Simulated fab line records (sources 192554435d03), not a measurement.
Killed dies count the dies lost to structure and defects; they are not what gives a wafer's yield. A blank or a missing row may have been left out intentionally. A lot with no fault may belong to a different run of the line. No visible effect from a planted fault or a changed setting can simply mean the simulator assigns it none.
Chamber matching :: flow n5Finfet :: N5_GATE_CUT_STRIP_59 on rieDiel-06 has 4 sister chambers
The step strips in N2/H2, time 20 s. 8 wafers are shown with their chamber, then 9 later ones without.

== WAFERS WITH THEIR CHAMBER ==
wafer: L078.1
chamber: 0
drypumpMotorCurrentA (A): 5.81
showerheadPlenumPTorr (Torr): 3.56

wafer: L085.3
chamber: 1
drypumpMotorCurrentA (A): 6.50
showerheadPlenumPTorr (Torr): 3.40

wafer: L086.1
chamber: 0
drypumpMotorCurrentA (A): 5.80
showerheadPlenumPTorr (Torr): 3.55

wafer: L086.2
chamber: 3
drypumpMotorCurrentA (A): 5.78
showerheadPlenumPTorr (Torr): 3.34

wafer: L086.5
chamber: 2
drypumpMotorCurrentA (A): 6.05
showerheadPlenumPTorr (Torr): 3.31

wafer: L088.1
chamber: 3
drypumpMotorCurrentA (A): 5.83
showerheadPlenumPTorr (Torr): 3.34

wafer: L088.3
chamber: 1
drypumpMotorCurrentA (A): 6.50
showerheadPlenumPTorr (Torr): 3.40

wafer: L088.6
chamber: 2
drypumpMotorCurrentA (A): 6.05
showerheadPlenumPTorr (Torr): 3.31

== WAFERS MISSING THEIR CHAMBER ==
wafer: L089.2
drypumpMotorCurrentA (A): 6.05
showerheadPlenumPTorr (Torr): 3.31

wafer: L089.5
drypumpMotorCurrentA (A): 6.06
showerheadPlenumPTorr (Torr): 3.31

wafer: L089.6
drypumpMotorCurrentA (A): 5.81
showerheadPlenumPTorr (Torr): 3.34

wafer: L094.1
drypumpMotorCurrentA (A): 6.51
showerheadPlenumPTorr (Torr): 3.40

wafer: L094.3
drypumpMotorCurrentA (A): 5.80
showerheadPlenumPTorr (Torr): 3.54

wafer: L094.5
drypumpMotorCurrentA (A): 5.79
showerheadPlenumPTorr (Torr): 3.54

wafer: L095.3
drypumpMotorCurrentA (A): 5.81
showerheadPlenumPTorr (Torr): 3.54

wafer: L095.4
drypumpMotorCurrentA (A): 6.53
showerheadPlenumPTorr (Torr): 3.40

wafer: L095.5
drypumpMotorCurrentA (A): 5.80
showerheadPlenumPTorr (Torr): 3.34

== WHICH CHAMBER EACH WENT THROUGH ==
wafer: L089.2
from the rows above: 2
in truth: 2

wafer: L089.5
from the rows above: 2
in truth: 2

wafer: L089.6
from the rows above: 3
in truth: 3

wafer: L094.1
from the rows above: 1
in truth: 1

wafer: L094.3
from the rows above: 0
in truth: 0

wafer: L094.5
from the rows above: 0
in truth: 0

wafer: L095.3
from the rows above: 0
in truth: 0

wafer: L095.4
from the rows above: 1
in truth: 1

wafer: L095.5
from the rows above: 3
in truth: 3
Correctly placed: 9 of 9. Number that these rows cannot place: 0. Number placed wrongly: 0.
How it was worked out, from the rows above alone: a wafer's distance from a chamber is the root of the sum, over the readings, of the square of ((its reading less the chamber's mean) divided by the reading's scatter). If the next closest chamber is less than 2 further off than the closest, the wafer can't be placed; otherwise it belongs to the closest. Each chamber's mean is taken over the wafers shown for it. The scatter is the square root of a quotient: the sum, over the shown wafers, of each reading's squared deviation from its chamber's mean, divided by wafers minus chambers.
